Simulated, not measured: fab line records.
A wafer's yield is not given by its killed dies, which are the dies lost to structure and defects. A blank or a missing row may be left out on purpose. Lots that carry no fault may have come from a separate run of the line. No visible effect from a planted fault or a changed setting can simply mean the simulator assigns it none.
Matching of chambers :: flow n5 finfet :: N5_MOL_CONTACT_COAG_ETCH_90 on rie diel-01: 4 sister chambers
The step etches SiARC in CF4, target depth 13 nm, time 21.7 s. 4 wafers are shown with their chamber, then 7 later ones without.

== WAFERS WITH THEIR CHAMBER ==
wafer: L082.6
chamber: 3
showerhead plenum p Torr (Torr): 2.13

wafer: L083.2
chamber: 1
showerhead plenum p Torr (Torr): 2.12

wafer: L085.2
chamber: 0
showerhead plenum p Torr (Torr): 2.26

wafer: L085.3
chamber: 2
showerhead plenum p Torr (Torr): 2.13

== WAFERS WITHOUT THEIR CHAMBER ==
wafer: L085.6
showerhead plenum p Torr (Torr): 2.26

wafer: L095.1
showerhead plenum p Torr (Torr): 2.12

wafer: L095.3
showerhead plenum p Torr (Torr): 2.25

wafer: L095.6
showerhead plenum p Torr (Torr): 2.25

wafer: L096.1
showerhead plenum p Torr (Torr): 2.12

wafer: L096.5
showerhead plenum p Torr (Torr): 2.25

wafer: L096.6
showerhead plenum p Torr (Torr): 2.12

== CHAMBER TAKEN BY EACH ==
wafer: L085.6
from the rows above: 0
in truth: 0

wafer: L095.1
from the rows above: can't be placed: 1 or 2 or 3
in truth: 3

wafer: L095.3
from the rows above: 0
in truth: 0

wafer: L095.6
from the rows above: 0
in truth: 0

wafer: L096.1
from the rows above: can't be placed: 1 or 2 or 3
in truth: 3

wafer: L096.5
from the rows above: 0
in truth: 0

wafer: L096.6
from the rows above: can't be placed: 1 or 2 or 3
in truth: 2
Correct placement for 4 of the 7. Unplaceable from these rows: 3, with the true chamber sitting among the candidates in 3. Placed wrongly: 0.
How it was worked out, from the rows above alone: a wafer's distance from a chamber is the root of the sum, over the readings, of the square of ((its reading less the chamber's mean) divided by the reading's scatter). The wafer belongs to the nearest chamber; if the next one is less than 2 further off, it can't be placed. For every chamber, the mean is computed from those of its wafers that are shown. The scatter: root of mean squared gap, hidden wafer to nearest shown wafer, with one shown wafer a chamber.
